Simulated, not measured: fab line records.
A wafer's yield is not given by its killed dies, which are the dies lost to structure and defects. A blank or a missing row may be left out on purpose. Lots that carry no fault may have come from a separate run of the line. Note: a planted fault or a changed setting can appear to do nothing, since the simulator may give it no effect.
Struck lot and sound lot, side by side :: flow nand harc :: 28 out of 1302 route steps
Sound: wafers L701.1, L701.4, L701.5. Struck: wafer L716.2. (L716.1, L716.4 of the same lot were not struck and are left out.) The cause comes at the end.
At each step with rows: each side's tool, then ch and its chambers, then its first start. Under that, the readings that differ: sound wafers :: struck wafers :: difference of the means :: sigmas: that difference in standard deviations of wafers without a fault.
alike: readings with means less than 2 such deviations apart, plus words and numbers identical on both sides. not compared: withheld readings, readings lacking a value on some wafer, bounds such as >300 that could conceal the same value, and numbers that have no deviation in the record and whose values overlap.
A row with sigmas, a row that says differs or no value, or rows on one side alone: a step with any of these is where the two part. Non-overlapping numbers with no deviation appear without sigmas and do not part them. Lack of a reading on every wafer of one side parts them only where that side has two or more wafers.

NHARC_A_CONTACT_ETCH_122: etches the open film in C4F8/O2/Ar, time 190 s, target depth 1850 nm.
  sound on har cap etch-02 ch 0, day 22 23:02; struck on har cap etch-02 ch 0, day 29 06:55
  not compared: rf hours counter h
NHARC_A_CONTACT_ETCH_123: etches the open film in C4F8/O2/Ar, time 490 s, target depth 2110 nm.
  sound on har cap etch-02 ch 0, day 22 23:16; struck on har cap etch-02 ch 0, day 29 07:06
  not compared: rf hours counter h
NHARC_A_CONTACT_ETCH_90: etches the open film in CH3F/O2, target depth 40 nm, time 85.7 s.
  sound on rie diel-06 ch 1,3, day 23 00:09; struck on rie diel-13 ch 3, day 29 08:04
  alike: drypump motor current A, oes product au, rf vpp V, showerhead plenum p Torr, throttle valve pct
  not compared: rf hours counter h
then, 1 step without rows for these wafers: NHARC_A_CONTACT_ETCH_96 (etches the open film in C4F6/O2, target depth 20 nm, time 10 s).
NHARC_A_CONTACT_CD_MEAS_53:
  sound on cd sem-02 at day 23 00:22; struck on cd sem-01 at day 29 08:17
  alike: cd nm
then, 3 steps without rows for these wafers: NHARC_A_CONTACT_STRIP_99 (strips in N2/H2); NHARC_A_CONTACT_STRIP_100 (strips in CF4/CHF3); NHARC_A_CONTACT_STRIP_101 (strips in O2/COS).
NHARC_A_CONTACT_ETCH_102: etches the open film in CF4/O2, target depth 100 nm, overetch 10 nm, time 55 s.
  sound on rie diel-12 ch 0,2, day 23 00:43; struck on rie diel-13 ch 0, day 29 08:35
  alike: drypump motor current A, oes product au, rf vpp V, showerhead plenum p Torr, throttle valve pct
  not compared: rf hours counter h
then, 3 steps without rows for these wafers: NHARC_A_CONTACT_STRIP_55 (strips in O2); NHARC_A_CONTACT_STRIP_56 (strips in post etch residue remover, time 600 s); NHARC_A_CONTACT_DEP_57 (deposits aC, target thk 5300 nm).
NHARC_A_CONTACT_DEP_58: deposits SiON, target thk 90 nm.
  sound on pecvd-01 ch 0,2, day 23 07:23; struck on pecvd-03 ch 1, day 29 12:31
  alike: heater power w
then, 10 steps without rows for these wafers: NHARC_A_CONTACT_DEHYDRATE_59 (time 120 s); NHARC_A_CONTACT_HMDS_60 (time 30 s); NHARC_A_CONTACT_COAT_61 (time 75 s); NHARC_A_CONTACT_COAT_62 (time 65 s); NHARC_A_CONTACT_COAT_63 (resist thk 90 nm); NHARC_A_CONTACT_SOFTBAKE_64 (time 55 s); NHARC_A_CONTACT_EBR_65; NHARC_A_CONTACT_EXPOSE_66 (exposes mask A CC 2); NHARC_A_CONTACT_PEB_67 (peb time 65 s); NHARC_A_CONTACT_DEVELOP_68 (develop time 35 s).
NHARC_A_CONTACT_CD_MEAS_69: target cd 300 nm.
  sound on cd sem-02 ch 0, day 23 08:05; struck on cd sem-03 ch 0, day 29 13:12
  alike: cd nm
NHARC_A_CONTACT_OVL_MEAS_70:
  sound on overlay-02 at day 23 08:10; struck on overlay-02 at day 29 13:17
reading: overlay y nm (nm)
sound: -1.7 -1.9 -0.9
struck: 0.7
difference: +2.2
sigmas: +3
  alike: overlay x nm
NHARC_A_CONTACT_INSPECT_71:
  sound on defect inspect-02 at day 23 08:12; struck on defect inspect-01 at day 29 13:19
reading: raw defect count
sound: 15 20 22
struck: 1411
difference: +1392
sigmas: +32
NHARC_A_CONTACT_DESCUM_74: chemistry O2, time 3 s.
  sound on rie diel-13 ch 1,3, day 23 08:16; struck on rie diel-13 ch 0, day 29 13:23
  alike: drypump motor current A, oes product au, rf vpp V, showerhead plenum p Torr, throttle valve pct
  not compared: rf hours counter h
-- jump in the record: it breaks off in module A_CONTACT and resumes in module END (first step shown: number 1302 of the route), and 2 days separate the struck wafers' starts before and after --
NHARC_END_SORT_01:
  the record has rows for the struck wafers here (prober-02 ch 0, day 32 00:02) and none for the sound ones

== WHERE THEY PART ==
At NHARC_A_CONTACT_OVL_MEAS_70 first; at NHARC_END_SORT_01 last (within this record only).

WHY: what the simulator had put in
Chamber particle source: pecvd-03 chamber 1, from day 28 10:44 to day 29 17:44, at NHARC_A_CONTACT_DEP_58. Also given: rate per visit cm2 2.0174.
